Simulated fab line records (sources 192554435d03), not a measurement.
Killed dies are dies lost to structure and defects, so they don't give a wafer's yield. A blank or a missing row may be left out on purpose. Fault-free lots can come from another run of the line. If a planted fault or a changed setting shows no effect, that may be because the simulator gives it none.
fab line records	flow n5_finfet
record: lots: 6	wafers: 18	last_day: 20
route steps=1938 shown BEOL_M10@1501
lots that met no fault: taken from a fault-free run of the same line
start_h: the number of hours between the record's first day and the start of the first shown wafer of the lot	wait_h: how many hours have passed since the lot's step before this one	" identical to the entry in the row above	L1.1+2: a single row standing in for several wafers	- no value, or no start given	* or withheld: withheld	< > ~ a bound
route shown NAME@n: names a module that has steps shown in the file, with the first one's number in the route	usual: mean/standard deviation of fault-free wafers	same: alike in all rows	chamber/n: place in a boat	sites: per-site readings	_std_site: the values' standard deviation	_edge_site: outer sites' mean less inner sites'	radius_mm: how far each site lies from the wafer's centre	mask NAME#n: copy n	behind: the tool/chamber that last shaped the wafer	hold: cause of the lot's hold/its duration in hours/its outcome	device: names the non-switching transistor (n, p or np)	end of line: the tests these same wafers got at the end of their route	step lacking rows: just its recipe	killed: count of dies lost to structure and defects at first sort (not the wafer's yield)	map: shows each die of a wafer: x if killed, . if not, _ if none is there
set.NAME: the setting the step ran with; set.NAME@STEP: the setting that earlier step ran with	model.NAME: the simulator's own value behind a step, which no gauge read
a table for each step, a row for each wafer; lots at some steps of the route
services: from which hour (start_h, from the record's first day; less than 0 if before it) a tool's chamber was out of use, for how many hours, and why
== steps ==
step: N5_BEOL_M10_DEVELOP_27
recipe: develop_time_s: 30	developer: TMAH	resist: CAR-ArF	rinse_liquid: diw	dry: air_spin	dev_temp_c: 23
step: N5_BEOL_M10_CD_MEAS_28
recipe: target_cd_nm: 70	landing_energy_ev: 500	detector: se_inlens	polarity: opening
usual: cd_nm: 69.8/0.77
lot.wafer	tool	chamber	start_h	wait_h	cd_nm
L669.1	cd_sem-02	0	331.70	-	70.6
L669.2	"	0	"	"	71.2
L669.4	"	0	"	"	71.8
L671.1	cd_sem-01	0	334.56	-	68.8
L671.2	"	0	"	"	68.4
L671.4	"	0	"	"	68.4
L673.1	cd_sem-03	0	345.91	-	69.0
L673.4	"	0	"	"	69.4
L673.5	"	0	"	"	69.3
L679.1	cd_sem-03	0	346.08	-	69.4
L679.5	"	0	"	"	70.2
L679.6	"	0	"	"	70.1
L681.3	cd_sem-03	0	428.11	-	69.8
L681.4	"	0	"	"	69.2
L681.5	"	0	"	"	69.2
L682.2	cd_sem-03	0	432.23	-	69.7
L682.3	"	0	"	"	69.7
L682.5	"	0	"	"	69.3
step: N5_BEOL_M10_OVL_MEAS_29
recipe: points_per_wafer: 44
usual: V9_OVL: -0.3/0.68
lot.wafer	tool	chamber	start_h	wait_h	V9_OVL[nm]
L669.1	overlay-01	0	331.74	0.0	0.4
L669.2	"	0	"	"	1.4
L669.4	"	0	"	"	-0.2
L671.1	overlay-01	0	334.59	0.0	-0.3
L671.2	"	0	"	"	-0.4
L671.4	"	0	"	"	-0.5
L673.1	overlay-02	0	345.94	0.0	0.2
L673.4	"	0	"	"	-0.9
L673.5	"	0	"	"	0.8
L679.1	overlay-01	0	346.11	0.0	-0.1
L679.5	"	0	"	"	-0.1
L679.6	"	0	"	"	-0.8
L681.3	overlay-01	0	428.13	0.0	0.0
L681.4	"	0	"	"	0.6
L681.5	"	0	"	"	0.8
L682.2	overlay-02	0	432.25	0.0	-0.1
L682.3	"	0	"	"	-0.5
L682.5	"	0	"	"	-0.9
step: N5_BEOL_M10_INSPECT_30
recipe: mode: adi	inspect_instrument: brightfield
usual: raw_defect_count: 443/110
lot.wafer	tool	chamber	start_h	wait_h	raw_defect_count
L669.1	defect_inspect-01	-	331.76	0.0	443
L669.2	"	-	"	"	340
L669.4	"	-	"	"	293
L671.1	defect_inspect-01	-	334.61	0.0	306
L671.2	"	-	"	"	298
L671.4	"	-	"	"	373
L673.1	defect_inspect-02	-	345.96	0.0	576
L673.4	"	-	"	"	505
L673.5	"	-	"	"	466
L679.1	defect_inspect-02	-	346.13	0.0	354
L679.5	"	-	"	"	347
L679.6	"	-	"	"	331
L681.3	defect_inspect-01	-	428.16	0.0	466
L681.4	"	-	"	"	506
L681.5	"	-	"	"	670
L682.2	defect_inspect-01	-	432.28	0.0	487
L682.3	"	-	"	"	402
L682.5	"	-	"	"	419
step: N5_BEOL_M10_DESCUM_33
recipe: chemistry: O2	time_s: 7.9	source_power_w: 50	bias_power_w: 20	pressure_mtorr: 20	rf_frequency_hz: 2.712e+07	temp_c: 40	resist: CAR-ArF	o2_flow_sccm: 225
usual: drypump_motor_current_A: 5.8/0.42	oes_product_au: 0.82/0.1	rf_vpp_V: 243.0/1.2	showerhead_plenum_p_Torr: 2.09/0.039	throttle_valve_pct: 20.29/0.22
lot.wafer	tool	chamber	start_h	wait_h	drypump_motor_current_A	oes_product_au	rf_hours_counter_h	rf_vpp_V	showerhead_plenum_p_Torr	throttle_valve_pct
L669.1	rie_diel-04	3	331.80	0.0	5.3	0.92	16	244.1	2.13	20.24
L669.2	"	1	"	"	5.3	0.94	6	242.9	2.13	20.00
L669.4	"	2	"	"	6.2	0.70	240	241.7	2.07	20.53
L671.1	rie_diel-04	1	334.67	0.1	5.3	0.94	8	244.4	2.13	20.00
L671.2	"	0	"	"	6.0	0.88	24	243.1	2.05	20.04
L671.4	"	2	"	"	6.2	0.69	241	243.7	2.07	20.53
L673.1	rie_diel-02	3	346.00	0.0	5.8	0.91	28	244.7	2.13	20.20
L673.4	"	0	"	"	6.2	0.78	127	242.4	2.10	20.48
L673.5	"	2	"	"	4.9	0.69	-	243.1	2.07	20.77
L679.1	rie_diel-05	0	346.19	0.1	6.1	0.70	191	243.1	2.08	20.55
L679.5	"	0	"	"	6.1	0.70	-	243.2	2.08	20.54
L679.6	"	3	"	"	5.5	0.69	-	244.1	2.15	20.39
L681.3	rie_diel-04	3	428.20	0.0	5.4	0.86	50	244.7	2.12	20.32
L681.4	"	0	"	"	6.0	0.83	60	241.5	2.04	20.08
L681.5	"	3	"	"	5.3	0.87	-	244.2	2.12	20.30
L682.2	rie_diel-04	2	432.31	0.0	6.2	0.92	20	240.9	2.06	20.20
L682.3	"	0	"	"	6.0	0.82	62	241.4	2.04	20.10
L682.5	"	1	"	"	5.3	0.85	-	243.7	2.12	20.06
step: N5_BEOL_M10_ETCH_65
recipe: chemistry: CF4	target: SiARC	target_depth_a: 390	mask_material: CAR-ArF	time_s: 65	ion_energy_ev: 80	pressure_mtorr: 40	source_w: 545	bias_w: 36	Ar_flow_sccm: 100	cf4_flow_sccm: 100	ends: cleared
step: N5_BEOL_M10_ETCH_66
recipe: chemistry: N2/H2	target: SOC	target_depth_a: 1200	overetch_a: 240	mask_material: SiARC	temp_c: 40	time_s: 180	ion_energy_ev: 200	pressure_mtorr: 30	source_w: 840	bias_w: 150	n2_flow_sccm: 200	h2_flow_sccm: 200
usual: drypump_motor_current_A: 5.8/0.42	oes_product_au: 0.66/0.079	rf_vpp_V: 523.8/1.6	showerhead_plenum_p_Torr: 2.54/0.053	throttle_valve_pct: 17.70/0.23
lot.wafer	tool	chamber	start_h	wait_h	drypump_motor_current_A	oes_product_au	rf_hours_counter_h	rf_vpp_V	showerhead_plenum_p_Torr	throttle_valve_pct
L669.1	rie_diel-04	3	331.88	0.0	5.4	0.74	16	525.1	2.60	17.69
L669.2	"	1	"	"	5.4	0.75	6	525.8	2.61	17.44
L669.4	"	2	"	"	6.2	0.56	240	522.4	2.50	17.89
L671.1	rie_diel-04	1	334.75	0.0	5.3	0.76	8	525.8	2.61	17.44
L671.2	"	0	"	"	6.0	0.71	24	522.8	2.49	17.46
L671.4	"	2	"	"	6.2	0.57	242	523.6	2.50	17.88
L673.1	rie_diel-02	3	346.08	0.0	5.8	0.72	28	525.2	2.60	17.71
L673.4	"	0	"	"	6.2	0.63	127	523.1	2.55	17.79
L673.5	"	2	"	"	4.9	0.56	-	524.0	2.51	18.24
L679.1	rie_diel-05	0	346.27	0.0	6.1	0.57	191	521.9	2.52	17.92
L679.5	"	0	"	"	6.1	0.57	-	523.5	2.52	17.90
L679.6	"	3	"	"	5.5	0.57	-	527.2	2.62	17.87
L681.3	rie_diel-04	3	428.28	0.0	5.3	0.70	50	526.1	2.58	17.76
L681.4	"	0	"	"	6.0	0.66	60	523.0	2.48	17.54
L681.5	"	3	"	"	5.4	0.69	-	525.4	2.58	17.75
L682.2	rie_diel-04	2	432.40	0.0	6.3	0.74	20	521.0	2.49	17.51
L682.3	"	0	"	"	6.0	0.66	62	522.2	2.48	17.54
L682.5	"	1	"	"	5.4	0.70	-	525.6	2.59	17.51
step: N5_BEOL_M10_STRIP_69
recipe: chemistry: N2/H2	temp_c: 40	n2_flow_sccm: 200	h2_flow_sccm: 200	rf_frequency_hz: 6e+07
step: N5_BEOL_M10_VIA_ETCH_34
recipe: chemistry: C4F6/O2	target: SiCOH_lowk	target_depth_a: 1845	mask_material: SOC	taper_deg: 4	time_s: 69.2	ion_energy_ev: 250	pressure_mtorr: 30	source_w: 345	bias_w: 185	Ar_flow_sccm: 300	C4F6_flow_sccm: 10	O2_flow_sccm: 10
usual: drypump_motor_current_A: 5.8/0.42	oes_f_703_au: 0.81/0.099	oes_product_au: 0.81/0.1	rf_vpp_V: 665/5.6	showerhead_plenum_p_Torr: 2.85/0.058	throttle_valve_pct: 20.79/0.22
lot.wafer	tool	chamber	start_h	wait_h	drypump_motor_current_A	oes_f_703_au	oes_product_au	rf_hours_counter_h	rf_vpp_V	showerhead_plenum_p_Torr	throttle_valve_pct
L669.1	rie_diel-04	3	332.01	0.0	5.3	0.92	0.93	16	656	2.92	20.83
L669.2	"	1	"	"	5.3	0.93	0.94	6	673	2.91	20.56
L669.4	"	2	"	"	6.2	0.71	0.69	240	667	2.80	20.94
L671.1	rie_diel-04	1	334.87	0.0	5.3	0.93	0.94	8	672	2.91	20.55
L671.2	"	0	"	"	6.0	0.87	0.89	25	665	2.79	20.49
L671.4	"	2	"	"	6.2	0.71	0.70	242	666	2.80	20.94
L673.1	rie_diel-02	3	346.21	0.0	5.8	0.89	0.90	28	668	2.89	20.73
L673.4	"	0	"	"	6.2	0.77	0.78	127	672	2.85	20.88
L673.5	"	2	"	"	4.8	0.69	0.69	-	673	2.81	21.24
L679.1	rie_diel-05	0	346.40	0.0	6.1	0.70	0.70	191	662	2.83	21.04
L679.5	"	0	"	"	6.1	0.70	0.69	-	661	2.83	21.03
L679.6	"	3	"	"	5.5	0.69	0.69	-	665	2.93	20.91
L681.3	rie_diel-04	3	428.41	0.0	5.3	0.87	0.86	51	653	2.90	20.89
L681.4	"	0	"	"	6.0	0.82	0.83	60	664	2.77	20.55
L681.5	"	3	"	"	5.4	0.86	0.87	-	654	2.90	20.88
L682.2	rie_diel-04	2	432.52	0.0	6.3	0.93	0.93	21	666	2.79	20.63
L682.3	"	0	"	"	6.0	0.83	0.83	62	666	2.77	20.57
L682.5	"	1	"	"	5.3	0.86	0.86	-	671	2.90	20.60
step: N5_BEOL_M10_STRIP_73
recipe: chemistry: C4F6/O2	resist: SiARC	rf_frequency_hz: 6e+07
step: N5_BEOL_M10_STRIP_36
recipe: chemistry: N2/H2	power_w: 450	temp_c: 40	pressure_mtorr: 20	rf_frequency_hz: 6e+07	overash_fraction: 0.3	bias_power_w: 7	h2_frac: 0.5	n2_flow_sccm: 200	h2_flow_sccm: 200
step: N5_BEOL_M10_TRENCH_ETCH_37
recipe: chemistry: C4F6/O2	target_depth_a: 1488.3	target: SiCOH_lowk	time_s: 48	ion_energy_ev: 250	pressure_mtorr: 30	source_w: 345	bias_w: 185	Ar_flow_sccm: 300	C4F6_flow_sccm: 10	O2_flow_sccm: 10
usual: drypump_motor_current_A: 5.8/0.42	oes_f_703_au: 0.81/0.099	oes_product_au: 0.81/0.1	rf_vpp_V: 666/5.7	showerhead_plenum_p_Torr: 2.85/0.058	throttle_valve_pct: 20.81/0.22
lot.wafer	tool	chamber	start_h	wait_h	drypump_motor_current_A	oes_f_703_au	oes_product_au	rf_hours_counter_h	rf_vpp_V	showerhead_plenum_p_Torr	throttle_valve_pct
L669.1	rie_diel-04	3	-	-	5.3	0.93	0.93	17	655	2.92	20.84
L669.2	"	1	"	"	5.4	0.93	0.95	6	672	2.92	20.57
L669.4	"	2	"	"	6.2	0.71	0.69	240	667	2.80	20.96
L671.1	rie_diel-04	1	-	-	5.4	0.92	0.93	8	672	2.91	20.57
L671.2	"	0	"	"	6.0	0.88	0.89	25	666	2.79	20.54
L671.4	"	2	"	"	6.2	0.71	0.70	242	667	2.80	20.97
L673.1	rie_diel-02	3	-	-	5.8	0.89	0.90	29	668	2.89	20.75
L673.4	"	0	"	"	6.2	0.77	0.78	127	673	2.85	20.91
L673.5	"	2	"	"	4.9	0.69	0.69	-	674	2.81	21.27
L679.1	rie_diel-05	0	-	-	6.1	0.70	0.70	191	663	2.83	21.07
L679.5	"	0	"	"	6.1	0.70	0.70	-	662	2.83	21.05
L679.6	"	3	"	"	5.5	0.69	0.69	-	666	2.93	20.95
L681.3	rie_diel-04	3	-	-	5.4	0.86	0.87	51	653	2.90	20.90
L681.4	"	0	"	"	6.0	0.83	0.82	60	664	2.77	20.56
L681.5	"	3	"	"	5.4	0.87	0.86	-	654	2.90	20.91
L682.2	rie_diel-04	2	-	-	6.2	0.93	0.93	21	667	2.79	20.67
L682.3	"	0	"	"	6.0	0.82	0.83	62	665	2.77	20.59
L682.5	"	1	"	"	5.3	0.85	0.86	-	671	2.90	20.64
step: N5_BEOL_M10_ETCH_41
recipe: chemistry: CH3F/O2	target: SiCN	target_depth_a: 426	taper_deg: 2	time_s: 86	ion_energy_ev: 120	mask_material: TiN	pressure_mtorr: 30	source_w: 395	bias_w: 75	Ar_flow_sccm: 150	CH3F_flow_sccm: 30	O2_flow_sccm: 20
usual: drypump_motor_current_A: 5.8/0.42	oes_product_au: 0.81/0.1	rf_vpp_V: 297.4/1.1	showerhead_plenum_p_Torr: 2.00/0.042	throttle_valve_pct: 16.20/0.24
lot.wafer	tool	chamber	start_h	wait_h	drypump_motor_current_A	oes_product_au	rf_hours_counter_h	rf_vpp_V	showerhead_plenum_p_Torr	throttle_valve_pct	model.etch.depth_nm
L669.1	rie_diel-04	3	332.15	-	5.3	0.93	17	298.3	2.05	16.17	32.96
L669.2	"	1	"	"	5.3	1.15	6	297.8	2.05	15.95	43.84
L669.4	"	2	"	"	6.2	0.85	240	297.0	1.97	16.44	43.19
L671.1	rie_diel-04	1	335.02	-	5.3	0.94	8	297.9	2.05	15.92	32.63
L671.2	"	0	"	"	6.0	1.08	25	297.2	1.96	15.89	44.6
L671.4	"	2	"	"	6.2	0.85	242	296.8	1.97	16.43	43.74
L673.1	rie_diel-02	3	346.35	-	5.8	0.89	29	296.5	2.04	16.10	32.69
L673.4	"	0	"	"	6.2	0.77	127	298.3	2.00	16.32	31.93
L673.5	"	2	"	"	4.9	0.69	-	296.2	1.98	16.69	31.98
L679.1	rie_diel-05	0	346.54	-	6.1	0.70	191	298.2	1.99	16.47	32.58
L679.5	"	0	"	"	6.1	0.70	-	297.7	1.99	16.47	32.48
L679.6	"	3	"	"	5.5	0.69	-	298.1	2.06	16.40	32.11
L681.3	rie_diel-04	3	428.55	-	5.3	0.87	51	298.6	2.04	16.19	32.87
L681.4	"	0	"	"	6.0	0.83	60	296.0	1.95	15.97	32.89
L681.5	"	3	"	"	5.4	0.85	-	297.7	2.04	16.23	32.82
L682.2	rie_diel-04	2	432.66	-	6.2	0.92	21	296.7	1.96	16.01	33.16
L682.3	"	0	"	"	6.0	0.83	62	296.0	1.94	15.97	32.67
L682.5	"	1	"	"	5.3	0.85	-	298.0	2.04	16.01	32.14
step: N5_BEOL_M10_STRIP_77
recipe: chemistry: N2/H2	time_s: 10	power_w: 450	temp_c: 40	pressure_mtorr: 20	rf_frequency_hz: 6e+07	bias_power_w: 7	n2_flow_sccm: 200	h2_flow_sccm: 200
usual: drypump_motor_current_A: 5.8/0.42	oes_product_au: 0.82/0.1	rf_vpp_V: 59.2/0.84	showerhead_plenum_p_Torr: 2.54/0.053	throttle_valve_pct: 23.52/0.23
lot.wafer	tool	chamber	start_h	wait_h	drypump_motor_current_A	oes_product_au	rf_hours_counter_h	rf_vpp_V	showerhead_plenum_p_Torr	throttle_valve_pct
L669.1	rie_diel-04	3	-	-	5.4	0.92	17	58.8	2.59	23.65
L669.2	"	1	"	"	5.3	0.95	6	59.1	2.60	23.27
L669.4	"	2	"	"	6.2	0.70	240	59.4	2.50	23.58
L671.1	rie_diel-04	1	-	-	5.3	0.94	8	59.5	2.60	23.29
L671.2	"	0	"	"	6.0	0.90	25	58.6	2.49	23.33
L671.4	"	2	"	"	6.3	0.70	242	59.4	2.50	23.57
L673.1	rie_diel-02	3	-	-	5.8	0.90	29	57.8	2.59	23.62
L673.4	"	0	"	"	6.3	0.77	127	59.7	2.54	23.61
L673.5	"	2	"	"	4.9	0.69	-	59.6	2.50	24.08
L679.1	rie_diel-05	0	-	-	6.2	0.69	191	60.4	2.52	23.72
L679.5	"	0	"	"	6.1	0.70	-	59.7	2.52	23.70
L679.6	"	3	"	"	5.5	0.70	-	59.3	2.61	23.55
L681.3	rie_diel-04	3	-	-	5.3	0.86	51	58.7	2.58	23.70
L681.4	"	0	"	"	6.0	0.83	60	59.0	2.48	23.39
L681.5	"	3	"	"	5.3	0.86	-	60.2	2.58	23.69
L682.2	rie_diel-04	2	-	-	6.3	0.93	21	58.9	2.48	23.31
L682.3	"	0	"	"	6.0	0.82	62	58.6	2.47	23.40
L682.5	"	1	"	"	5.3	0.86	-	59.6	2.59	23.33
== services ==
tool	chamber	start_h	hours	kind
rie_diel-05	2	328.20	-	clean
rie_diel-05	2	328.20	-	consumable_replace:focus_ring
rie_diel-05	2	328.20	26.1	scheduled_down
rie_diel-05	2	328.20	26.1	vent_cycle
rie_diel-04	2	360.94	-	clean
rie_diel-04	2	360.94	-	consumable_replace:focus_ring
rie_diel-04	2	360.94	16.2	scheduled_down
rie_diel-04	2	360.94	16.2	vent_cycle
rie_diel-02	2	364.20	19.8	repair
rie_diel-02	1	387.70	4.1	repair
rie_diel-02	1	391.96	-	clean
rie_diel-02	1	391.96	-	consumable_replace:focus_ring
rie_diel-02	1	391.96	27.9	scheduled_down
rie_diel-02	1	391.96	27.9	vent_cycle
rie_diel-04	3	393.95	5.8	repair
rie_diel-05	3	400.28	-	clean
rie_diel-05	3	400.28	-	consumable_replace:focus_ring
rie_diel-05	3	400.28	20.2	scheduled_down
rie_diel-05	3	400.28	20.2	vent_cycle
rie_diel-04	0	402.36	3.0	repair
rie_diel-02	-	419.96	0.5	repair
rie_diel-02	2	420.60	-	clean
rie_diel-02	2	420.60	-	consumable_replace:focus_ring
rie_diel-02	2	420.60	27.5	scheduled_down
== key ==
first_sign none at tools or gauges
model_effect: step: N5_BEOL_M10_ETCH_41	value: etch.depth_nm	without: 32.47	struck: 43.84
met_at N5_BEOL_M10_ETCH_41
struck_wafers L669.2,L669.4,L671.2,L671.4
fault: kind: process_parameter_drift	tool: rie_diel-04	chamber: -	onset_h: 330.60	steps: N5_BEOL_M10_ETCH_41	channel: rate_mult	offset: 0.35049	shape: step	end_h: 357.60	scope: struck_wafers_only
